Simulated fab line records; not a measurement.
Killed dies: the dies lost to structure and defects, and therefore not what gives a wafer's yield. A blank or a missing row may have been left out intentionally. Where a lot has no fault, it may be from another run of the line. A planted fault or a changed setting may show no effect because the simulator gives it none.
Struck lot and sound lot, side by side | flow nandHarc | 14 steps out of a route of 1302
Sound: wafers L432.1, L432.2, L432.4. Wafers L428.1, L428.3, L428.5 were the ones struck. Last of all comes the cause.
Per side, at each step with rows, come the tool, then ch with its chambers, and then its first start. Under that, the readings that differ: sound wafers | struck wafers | difference of the means | sigmas: that difference in standard deviations of wafers without a fault.
alike: same words and numbers on both sides, and readings whose means sit less than 2 such deviations apart. not compared: any withheld reading, any reading some wafer has no value for, any bound like >300 that may hide the same value, and any number with overlapping values for which the record gives no deviation.
The two part at a step that has a row with sigmas, a row that says differs or no value, or rows on one side only. Numbers that have no deviation but don't overlap get no sigmas and don't part them. A reading that every wafer of one side lacks parts them only if that side has two wafers or more.

NHARC_P_ZERO_WELL_CD_MEAS_37: the cd target is 720 nm.
  sound on cdSem-02 ch 0, day 10 18:00; struck on cdSem-03 ch 0, day 9 04:49
  alike: cdNm
then, 1 step without rows for these wafers: NHARC_P_ZERO_WELL_HARDBAKE_38 (time 80 s).
NHARC_P_ZERO_WELL_DESCUM_39: chemistry O2, time 3 s.
  sound on rieDiel-03 ch 0,1,2, day 10 18:10; struck on rieDiel-09 ch 0,1,2, day 9 05:02
  alike: drypumpMotorCurrentA, mfcArSccm, oesProductAu, rfVppV, showerheadPlenumPTorr, throttleValvePct
  not compared: rfHoursCounterH
then, 9 steps without rows for these wafers: NHARC_P_ZERO_WELL_IMPLANT_40; NHARC_P_ZERO_WELL_IMPLANT_59; NHARC_P_ZERO_WELL_IMPLANT_60; NHARC_P_ZERO_WELL_STRIP_41 (strips in SPM, time 840 s); NHARC_P_ZERO_WELL_DEHYDRATE_44 (time 120 s); NHARC_P_ZERO_WELL_HMDS_45 (time 30 s); NHARC_P_ZERO_WELL_COAT_46; NHARC_P_ZERO_WELL_SOFTBAKE_47 (time 95 s); NHARC_P_ZERO_WELL_EBR_48.
NHARC_P_ZERO_WELL_EXPOSE_49: exposes mask P HVPW, target cd 2000 nm.
  sound on krfScanner-02 ch 0, day 10 19:29; struck on krfScanner-03 ch 0, day 9 06:12
reading                           | sound             | struck         | difference | sigmas
model.P_ZERO_WELL.overlayXNm (nm) | 2.189 2.189 2.189 | 34.6 34.6 34.6 | +32.4      | 
  alike: mask, reticleTempC
then, 1 step without rows for these wafers: NHARC_P_ZERO_WELL_PEB_50 (peb time 85 s).

WHERE THEY PART
Nowhere in this record.

WHY: the cause the simulator had injected
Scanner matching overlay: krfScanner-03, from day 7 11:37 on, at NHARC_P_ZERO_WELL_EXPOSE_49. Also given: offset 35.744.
